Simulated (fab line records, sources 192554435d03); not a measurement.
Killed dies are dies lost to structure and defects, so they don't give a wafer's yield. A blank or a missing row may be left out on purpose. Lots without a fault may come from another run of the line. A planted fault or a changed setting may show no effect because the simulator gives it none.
Which tool did it? | flow n5_finfet | 22 lots, 66 wafers sampled, at 6 steps of a route of 1938

WHAT THE GAUGES READ, wafer by wafer
N5_BEOL_M8_INSPECT_13: inspects for defects (brightfield). Usual: raw_defect_count 437, standard deviation 100.
lot  | measured     | on                | raw_defect_count | flag
L075 | day 10 07:34 | defect_inspect-02 | 498 350 365      |
L076 | day 10 07:37 | defect_inspect-01 | 292 334 449      |
L079 | day 11 02:37 | defect_inspect-01 | 553 421 396      |
L077 | day 11 03:22 | defect_inspect-02 | 465 425 450      |
L078 | day 11 14:10 | defect_inspect-02 | 575 663 724      |
L080 | day 11 22:34 | defect_inspect-01 | 274 503 386      |
L082 | day 12 07:29 | defect_inspect-02 | 361 394 372      |
L081 | day 12 10:48 | defect_inspect-02 | 648 736 448      |
L084 | day 12 13:43 | defect_inspect-01 | 273 400 392      |
L086 | day 12 23:12 | defect_inspect-02 | 413 357 512      |
L085 | day 13 16:56 | defect_inspect-02 | 608 497 663      |
L083 | day 13 17:19 | defect_inspect-01 | 435 273 511      |
L088 | day 13 20:14 | defect_inspect-01 | 375 498 636      |
L087 | day 13 20:23 | defect_inspect-01 | 423 342 475      |
L090 | day 14 02:08 | defect_inspect-02 | 526 553 440      |
L091 | day 14 23:39 | defect_inspect-01 | 302 296 293      |
L092 | day 14 23:49 | defect_inspect-02 | 452 357 337      |
L093 | day 14 23:59 | defect_inspect-02 | 529 472 437      |
L094 | day 15 03:49 | defect_inspect-02 | 355 414 481      |
L095 | day 15 07:56 | defect_inspect-01 | 288 350 340      |
L096 | day 16 08:24 | defect_inspect-02 | 382 360 362      |
L097 | day 16 13:50 | defect_inspect-02 | 406 354 435      |

WHICH TOOL RAN EACH LOT (tool, then ch and the chambers of the sampled wafers, then the start)
lot  | N5_BEOL_M6_ETCH_72                 | N5_BEOL_M7_CURE_74            | N5_BEOL_M7_ETCH_66                 | N5_BEOL_M7_VIA_ETCH_34             | N5_BEOL_M7_PRE_CLEAN_45
L075 | rie_diel-04 ch 0,2,3, day 9 16:01  | uv_cure-01 ch 2, day 9 19:44  | rie_diel-03 ch 0,1,2, day 10 01:49 | rie_diel-03 ch 0,1,2, day 10 01:55 | pvd_sputter-02, day 10 03:14
L076 | rie_diel-05 ch 2,3, day 9 16:41    | uv_cure-02 ch 2, day 9 20:16  | rie_diel-01 ch 1,2,3, day 10 01:38 | rie_diel-01 ch 1,2,3, day 10 01:44 | pvd_sputter-02, day 10 03:09
L079 | rie_diel-04 ch 0,1,3, day 10 10:40 | uv_cure-02 ch 1, day 10 14:40 | rie_diel-03 ch 0,1,2, day 10 21:13 | rie_diel-03 ch 0,1,2, day 10 21:19 | pvd_sputter-02, day 10 22:41
L077 | rie_diel-04 ch 1,2,3, day 10 12:16 | uv_cure-02 ch 0, day 10 15:40 | rie_diel-01 ch 2,3, day 10 22:34   | rie_diel-01 ch 2,3, day 10 22:40   | pvd_sputter-01, day 10 23:48
L078 | rie_diel-05 ch 0,1,2, day 10 22:46 | uv_cure-01 ch 2, day 11 02:10 | rie_diel-03 ch 0,1, day 11 08:22   | rie_diel-03 ch 0,1, day 11 08:28   | pvd_sputter-01, day 11 10:28
L080 | rie_diel-02 ch 0,1,2, day 11 10:28 | uv_cure-02 ch 2, day 11 13:11 | rie_diel-01 ch 0,1, day 11 16:16   | rie_diel-01 ch 0,1, day 11 16:22   | pvd_sputter-03, day 11 18:04
L082 | rie_diel-02 ch 1,3, day 11 17:59   | uv_cure-02 ch 1, day 11 22:58 | rie_diel-03 ch 0,2,3, day 12 01:41 | rie_diel-03 ch 0,2,3, day 12 01:47 | pvd_sputter-01, day 12 02:56
L081 | rie_diel-04 ch 0,1,2, day 11 21:49 | uv_cure-03 ch 0, day 12 01:38 | rie_diel-03 ch 0,3, day 12 04:09   | rie_diel-03 ch 0,3, day 12 04:15   | pvd_sputter-02, day 12 06:20
L084 | rie_diel-04 ch 0,2,3, day 11 23:46 | uv_cure-02 ch 2, day 12 03:45 | rie_diel-01 ch 2,3, day 12 07:40   | rie_diel-01 ch 2,3, day 12 07:46   | pvd_sputter-02, day 12 10:07
L086 | rie_diel-05 ch 1,3, day 12 04:01   | uv_cure-02 ch 2, day 12 08:04 | rie_diel-06 ch 1,3, day 12 12:28   | rie_diel-06 ch 1,3, day 12 12:34   | pvd_sputter-02, day 12 16:25
L085 | rie_diel-02 ch 1,2,3, day 13 04:21 | uv_cure-01 ch 1, day 13 07:35 | rie_diel-01 ch 0,2,3, day 13 11:50 | rie_diel-01 ch 0,2,3, day 13 11:56 | pvd_sputter-01, day 13 13:02
L083 | rie_diel-02 ch 2,3, day 13 04:45   | uv_cure-02 ch 1, day 13 08:08 | rie_diel-03 ch 0,1,2, day 13 12:04 | rie_diel-03 ch 0,1,2, day 13 12:10 | pvd_sputter-03, day 13 13:13
L088 | rie_diel-05 ch 0,2,3, day 13 04:52 | uv_cure-02 ch 1, day 13 09:01 | rie_diel-01 ch 0,1,3, day 13 13:56 | rie_diel-01 ch 0,1,3, day 13 14:02 | pvd_sputter-03, day 13 16:18
L087 | rie_diel-02 ch 0,1, day 13 06:47   | uv_cure-03 ch 1, day 13 10:11 | rie_diel-06 ch 2,3, day 13 14:16   | rie_diel-06 ch 2,3, day 13 14:22   | pvd_sputter-02, day 13 16:22
L090 | rie_diel-02 ch 0,1,3, day 13 11:53 | uv_cure-03 ch 1, day 13 15:20 | rie_diel-03 ch 0,3, day 13 19:16   | rie_diel-03 ch 0,3, day 13 19:22   | pvd_sputter-03, day 13 20:17
L091 | rie_diel-02 ch 0,2, day 14 08:05   | uv_cure-03 ch 1, day 14 13:04 | rie_diel-03 ch 0,3, day 14 16:37   | rie_diel-03 ch 0,3, day 14 16:43   | pvd_sputter-02, day 14 17:31
L092 | rie_diel-04 ch 1,2,3, day 14 08:07 | uv_cure-03 ch 0, day 14 13:23 | rie_diel-01 ch 0,1,3, day 14 17:28 | rie_diel-01 ch 0,1,3, day 14 17:34 | pvd_sputter-01, day 14 18:25
L093 | rie_diel-05 ch 1,2,3, day 14 08:59 | uv_cure-01 ch 2, day 14 13:37 | rie_diel-06 ch 0,2, day 14 17:05   | rie_diel-06 ch 0,2, day 14 17:11   | pvd_sputter-02, day 14 18:09
L094 | rie_diel-04 ch 0,1,2, day 14 13:17 | uv_cure-01 ch 0, day 14 19:13 | rie_diel-06 ch 1,2, day 14 22:25   | rie_diel-06 ch 1,2, day 14 22:31   | pvd_sputter-03, day 14 23:26
L095 | rie_diel-04 ch 0,2, day 14 19:41   | uv_cure-02 ch 1, day 14 23:42 | rie_diel-03 ch 0,1,2, day 15 02:13 | rie_diel-03 ch 0,1,2, day 15 02:19 | pvd_sputter-03, day 15 03:31
L096 | rie_diel-02 ch 1,2,3, day 15 17:31 | uv_cure-03 ch 2, day 15 22:32 | rie_diel-03 ch 0,2,3, day 16 02:18 | rie_diel-03 ch 0,2,3, day 16 02:24 | pvd_sputter-01, day 16 03:14
L097 | rie_diel-05 ch 1,2, day 15 22:03   | uv_cure-03 ch 1, day 16 02:18 | rie_diel-03 ch 2,3, day 16 05:34   | rie_diel-03 ch 2,3, day 16 05:40   | pvd_sputter-02, day 16 07:56
- N5_BEOL_M6_ETCH_72: etches underlayer in N2/H2, target depth 6.5 nm, time 5.2 s.
- N5_BEOL_M7_CURE_74: cures SiCOH lowk, time 240 s.
- N5_BEOL_M7_ETCH_66: etches SOC in N2/H2, target depth 80 nm, overetch 16 nm, time 120 s.
- N5_BEOL_M7_VIA_ETCH_34: etches SiCOH lowk in C4F6/O2, target depth 125.5 nm, time 50.5 s.
- N5_BEOL_M7_PRE_CLEAN_45: time 30 s.

WHAT THE TOOLS THEMSELVES READ (means of the sampled wafers that have a number; where no wafer has one, the mark that the record gives instead)
N5_BEOL_M6_ETCH_72. Usual: chamber_pressure_mTorr 30.00 mTorr, standard deviation 0.043; drypump_motor_current_A 5.9 A, standard deviation 0.36; etch_rf_on_time_s 5.19 s, standard deviation 0.076; oes_product_au 0.68 a.u., standard deviation 0.07; rf_vpp_V 525 V, standard deviation 3.5; showerhead_plenum_p_Torr 2.57 Torr, standard deviation 0.11; throttle_valve_pct 17.80 %, standard deviation 0.16.
lot  | tool        | chamber_pressure_mTorr (mTorr) | drypump_motor_current_A (A) | etch_rf_on_time_s (s) | oes_product_au (a.u.) | rf_vpp_V (V) | showerhead_plenum_p_Torr (Torr) | throttle_valve_pct (%) | flag
L075 | rie_diel-04 | 29.98                          | 6.1                         | 5.16                  | 0.70                  | 525          | 2.56                            | 17.82                  |
L076 | rie_diel-05 | 30.04                          | 6.0                         | 5.11                  | 0.71                  | 527          | 2.68                            | 17.83                  |
L079 | rie_diel-04 | 30.00                          | 6.2                         | 5.14                  | 0.65                  | 525          | 2.53                            | 17.73                  |
L077 | rie_diel-04 | 29.97                          | 6.1                         | 5.16                  | 0.65                  | 521          | 2.46                            | 17.89                  |
L078 | rie_diel-05 | 30.01                          | 5.6                         | 5.27                  | 0.67                  | 524          | 2.56                            | 17.83                  |
L080 | rie_diel-02 | 29.97                          | 5.7                         | 5.17                  | 0.73                  | 527          | 2.62                            | 17.72                  |
L082 | rie_diel-02 | 30.03                          | 5.6                         | 5.25                  | 0.65                  | 528          | 2.65                            | 17.78                  |
L081 | rie_diel-04 | 30.03                          | 6.2                         | 5.20                  | 0.67                  | 524          | 2.51                            | 17.83                  |
L084 | rie_diel-04 | 30.04                          | 6.2                         | 5.19                  | 0.68                  | 524          | 2.55                            | 17.85                  |
L086 | rie_diel-05 | 29.97                          | 5.7                         | 5.24                  | 0.68                  | 521          | 2.42                            | 17.97                  |
L085 | rie_diel-02 | 29.99                          | 5.9                         | 5.25                  | 0.67                  | 525          | 2.59                            | 17.80                  |
L083 | rie_diel-02 | 29.98                          | 6.2                         | 5.23                  | 0.72                  | 523          | 2.53                            | 17.79                  |
L088 | rie_diel-05 | 30.00                          | 5.9                         | 5.18                  | 0.71                  | 527          | 2.65                            | 17.74                  |
L087 | rie_diel-02 | 29.99                          | 5.4                         | 5.21                  | 0.66                  | 527          | 2.67                            | 17.74                  |
L090 | rie_diel-02 | 29.96                          | 5.6                         | 5.26                  | 0.64                  | 526          | 2.65                            | 17.76                  |
L091 | rie_diel-02 | 29.94                          | 6.0                         | 5.18                  | 0.74                  | 523          | 2.55                            | 17.75                  |
L092 | rie_diel-04 | 29.98                          | 6.1                         | 5.16                  | 0.69                  | 525          | 2.56                            | 17.80                  |
L093 | rie_diel-05 | 30.05                          | 5.8                         | 5.21                  | 0.70                  | 524          | 2.54                            | 17.88                  |
L094 | rie_diel-04 | 29.97                          | 6.2                         | 5.15                  | 0.73                  | 525          | 2.61                            | 17.71                  |
L095 | rie_diel-04 | 30.00                          | 6.2                         | 5.24                  | 0.68                  | 526          | 2.60                            | 17.83                  |
L096 | rie_diel-02 | 30.00                          | 5.9                         | 5.25                  | 0.65                  | 526          | 2.58                            | 17.83                  |
L097 | rie_diel-05 | 30.00                          | 5.7                         | 5.13                  | 0.67                  | 525          | 2.57                            | 17.90                  |

N5_BEOL_M7_CURE_74. Usual: lamp_power_pct 52.31 %, standard deviation 0.059; wafer_temp_C_max 386.7, standard deviation 0.66.
lot  | tool       | lamp_power_pct (%) | wafer_temp_C_max | flag
L075 | uv_cure-01 | 52.28              | 386.1            |
L076 | uv_cure-02 | 52.27              | 387.4            |
L079 | uv_cure-02 | 52.42              | 385.9            |
L077 | uv_cure-02 | 52.36              | 386.5            |
L078 | uv_cure-01 | 52.32              | 386.2            |
L080 | uv_cure-02 | 52.32              | 387.5            |
L082 | uv_cure-02 | 52.37              | 386.5            |
L081 | uv_cure-03 | 52.33              | 386.6            |
L084 | uv_cure-02 | 52.31              | 387.5            |
L086 | uv_cure-02 | 52.26              | 387.4            |
L085 | uv_cure-01 | 52.26              | 387.5            |
L083 | uv_cure-02 | 52.34              | 386.5            |
L088 | uv_cure-02 | 52.27              | 386.1            |
L087 | uv_cure-03 | 52.34              | 386.6            |
L090 | uv_cure-03 | 52.28              | 386.2            |
L091 | uv_cure-03 | 52.26              | 386.3            |
L092 | uv_cure-03 | 52.36              | 386.8            |
L093 | uv_cure-01 | 52.34              | 386.2            |
L094 | uv_cure-01 | 52.32              | 386.4            |
L095 | uv_cure-02 | 52.31              | 385.9            |
L096 | uv_cure-03 | 52.28              | 387.6            |
L097 | uv_cure-03 | 52.26              | 386.2            |

N5_BEOL_M7_ETCH_66. Usual: chamber_pressure_mTorr 30.000 mTorr, standard deviation 0.029; drypump_motor_current_A 5.52 A, standard deviation 0.27; oes_product_au 0.58 a.u., standard deviation 0.051; rf_vpp_V 522.9 V, standard deviation 2.6; showerhead_plenum_p_Torr 2.51 Torr, standard deviation 0.094; temp_c 40.00 C, standard deviation 0.12; throttle_valve_pct 17.82 %, standard deviation 0.28.
lot  | tool        | chamber_pressure_mTorr (mTorr) | drypump_motor_current_A (A) | oes_product_au (a.u.) | rf_vpp_V (V) | showerhead_plenum_p_Torr (Torr) | temp_c (C) | throttle_valve_pct (%) | flag
L075 | rie_diel-03 | 29.990                         | 5.37                        | 0.57                  | 521.6        | 2.46                            | 39.93      | 17.79                  |
L076 | rie_diel-01 | 30.002                         | 5.66                        | 0.56                  | 522.8        | 2.53                            | 40.06      | 17.89                  |
L079 | rie_diel-03 | 29.975                         | 5.36                        | 0.57                  | 521.6        | 2.46                            | 39.89      | 17.80                  |
L077 | rie_diel-01 | 29.981                         | 5.67                        | 0.54                  | 522.8        | 2.49                            | 40.01      | 17.93                  |
L078 | rie_diel-03 | 30.014                         | 5.33                        | 0.57                  | 520.1        | 2.39                            | 40.09      | 17.53                  |
L080 | rie_diel-01 | 30.000                         | 5.27                        | 0.59                  | 524.8        | 2.58                            | 39.97      | 17.96                  |
L082 | rie_diel-03 | 29.990                         | 5.52                        | 0.54                  | 523.4        | 2.51                            | 40.08      | 18.05                  |
L081 | rie_diel-03 | 30.020                         | 5.67                        | 0.53                  | 522.8        | 2.51                            | 39.98      | 17.99                  |
L084 | rie_diel-01 | 29.989                         | 5.67                        | 0.56                  | 521.9        | 2.47                            | 39.97      | 17.83                  |
L086 | rie_diel-06 | 30.014                         | 5.39                        | 0.58                  | 521.9        | 2.46                            | 40.02      | 17.85                  |
L085 | rie_diel-01 | 30.009                         | 5.48                        | 0.57                  | 523.4        | 2.50                            | 40.06      | 17.92                  |
L083 | rie_diel-03 | 30.019                         | 5.36                        | 0.56                  | 521.7        | 2.45                            | 39.93      | 17.83                  |
L088 | rie_diel-01 | 29.996                         | 5.45                        | 0.57                  | 523.7        | 2.54                            | 39.94      | 17.89                  |
L087 | rie_diel-06 | 29.981                         | 5.68                        | 0.57                  | 524.6        | 2.58                            | 40.05      | 17.85                  |
L090 | rie_diel-03 | 30.029                         | 5.62                        | 0.60                  | 523.0        | 2.50                            | 40.08      | 17.68                  |
L091 | rie_diel-03 | 30.015                         | 5.67                        | 0.65                  | 522.9        | 2.50                            | 39.94      | 17.74                  |
L092 | rie_diel-01 | 30.020                         | 5.46                        | 0.56                  | 522.5        | 2.54                            | 39.98      | 17.90                  |
L093 | rie_diel-06 | 29.964                         | 5.63                        | 0.61                  | 524.9        | 2.59                            | 39.93      | 17.60                  |
L094 | rie_diel-06 | 30.019                         | 5.97                        | 0.60                  | 526.0        | 2.63                            | 39.92      | 17.75                  |
L095 | rie_diel-03 | 29.992                         | 5.37                        | 0.55                  | 520.0        | 2.44                            | 40.01      | 17.86                  |
L096 | rie_diel-03 | 30.035                         | 5.51                        | 0.66                  | 523.9        | 2.50                            | 40.00      | 17.81                  |
L097 | rie_diel-03 | 29.995                         | 5.45                        | 0.59                  | 522.5        | 2.50                            | 40.12      | 18.20                  |

N5_BEOL_M7_VIA_ETCH_34. Usual: chamber_pressure_mTorr 29.997 mTorr, standard deviation 0.028; drypump_motor_current_A 5.51 A, standard deviation 0.27; oes_product_au 0.76 a.u., standard deviation 0.073; rf_vpp_V 666 V, standard deviation 7.4; showerhead_plenum_p_Torr 2.81 Torr, standard deviation 0.093; throttle_valve_pct 20.89 %, standard deviation 0.28.
lot  | tool        | chamber_pressure_mTorr (mTorr) | drypump_motor_current_A (A) | oes_product_au (a.u.) | rf_vpp_V (V) | showerhead_plenum_p_Torr (Torr) | throttle_valve_pct (%) | flag
L075 | rie_diel-03 | 30.001                         | 5.37                        | 0.74                  | 660          | 2.77                            | 20.97                  |
L076 | rie_diel-01 | 29.980                         | 5.64                        | 0.73                  | 667          | 2.83                            | 20.88                  |
L079 | rie_diel-03 | 30.023                         | 5.37                        | 0.74                  | 660          | 2.77                            | 20.99                  |
L077 | rie_diel-01 | 30.033                         | 5.68                        | 0.72                  | 670          | 2.79                            | 20.94                  |
L078 | rie_diel-03 | 29.967                         | 5.35                        | 0.74                  | 656          | 2.70                            | 20.72                  |
L080 | rie_diel-01 | 29.970                         | 5.25                        | 0.77                  | 671          | 2.88                            | 21.04                  |
L082 | rie_diel-03 | 29.979                         | 5.53                        | 0.70                  | 662          | 2.82                            | 21.14                  |
L081 | rie_diel-03 | 29.988                         | 5.65                        | 0.69                  | 661          | 2.80                            | 21.04                  |
L084 | rie_diel-01 | 29.989                         | 5.66                        | 0.73                  | 666          | 2.77                            | 20.82                  |
L086 | rie_diel-06 | 29.979                         | 5.38                        | 0.75                  | 666          | 2.76                            | 20.81                  |
L085 | rie_diel-01 | 29.993                         | 5.48                        | 0.74                  | 669          | 2.81                            | 20.97                  |
L083 | rie_diel-03 | 29.999                         | 5.35                        | 0.72                  | 660          | 2.76                            | 21.00                  |
L088 | rie_diel-01 | 30.009                         | 5.44                        | 0.74                  | 666          | 2.84                            | 20.92                  |
L087 | rie_diel-06 | 30.008                         | 5.65                        | 0.74                  | 671          | 2.87                            | 20.69                  |
L090 | rie_diel-03 | 29.980                         | 5.62                        | 0.78                  | 655          | 2.80                            | 20.79                  |
L091 | rie_diel-03 | 29.999                         | 5.67                        | 0.85                  | 661          | 2.79                            | 20.81                  |
L092 | rie_diel-01 | 29.986                         | 5.45                        | 0.73                  | 666          | 2.83                            | 20.94                  |
L093 | rie_diel-06 | 29.987                         | 5.64                        | 0.81                  | 673          | 2.90                            | 20.61                  |
L094 | rie_diel-06 | 30.006                         | 5.92                        | 0.78                  | 671          | 2.93                            | 20.62                  |
L095 | rie_diel-03 | 30.018                         | 5.36                        | 0.71                  | 660          | 2.75                            | 21.02                  |
L096 | rie_diel-03 | 29.991                         | 5.56                        | 0.86                  | 663          | 2.80                            | 20.94                  |
L097 | rie_diel-03 | 30.010                         | 5.43                        | 0.76                  | 669          | 2.81                            | 21.29                  |

N5_BEOL_M7_PRE_CLEAN_45. Usual: heater_power_w 330 W, standard deviation 32.
lot  | tool           | heater_power_w (W) | flag
L075 | pvd_sputter-02 | 382                |
L076 | pvd_sputter-02 | 357                |
L079 | pvd_sputter-02 | 358                |
L077 | pvd_sputter-01 | 321                |
L078 | pvd_sputter-01 | 333                |
L080 | pvd_sputter-03 | 305                |
L082 | pvd_sputter-01 | 345                |
L081 | pvd_sputter-02 | 339                |
L084 | pvd_sputter-02 | 351                |
L086 | pvd_sputter-02 | 366                |
L085 | pvd_sputter-01 | 313                |
L083 | pvd_sputter-03 | 319                |
L088 | pvd_sputter-03 | 319                |
L087 | pvd_sputter-02 | 311                |
L090 | pvd_sputter-03 | 315                |
L091 | pvd_sputter-02 | 329                |
L092 | pvd_sputter-01 | 294                |
L093 | pvd_sputter-02 | 360                |
L094 | pvd_sputter-03 | 343                |
L095 | pvd_sputter-03 | 306                |
L096 | pvd_sputter-01 | 321                |
L097 | pvd_sputter-02 | 317                |

THE ANSWER, worked out from the rows above alone
Rule: a lot is off if the mean of its wafers that have a number lies more than 3 standard deviations from the usual mean. A lot without any number at a reading at which 4 lots or more have one is off too. The other lots that the step has rows for count as sound. The gauges are gone through in route order, then the tools' own readings, and for those a lot's mean is taken as printed above. The first step at which some lot is off is used, and at that step the reading that is off furthest; a lot without a number counts as furthest.
No lot is off at any reading shown: from this, nothing can be told.

WHAT THE SIMULATOR HAD PUT IN
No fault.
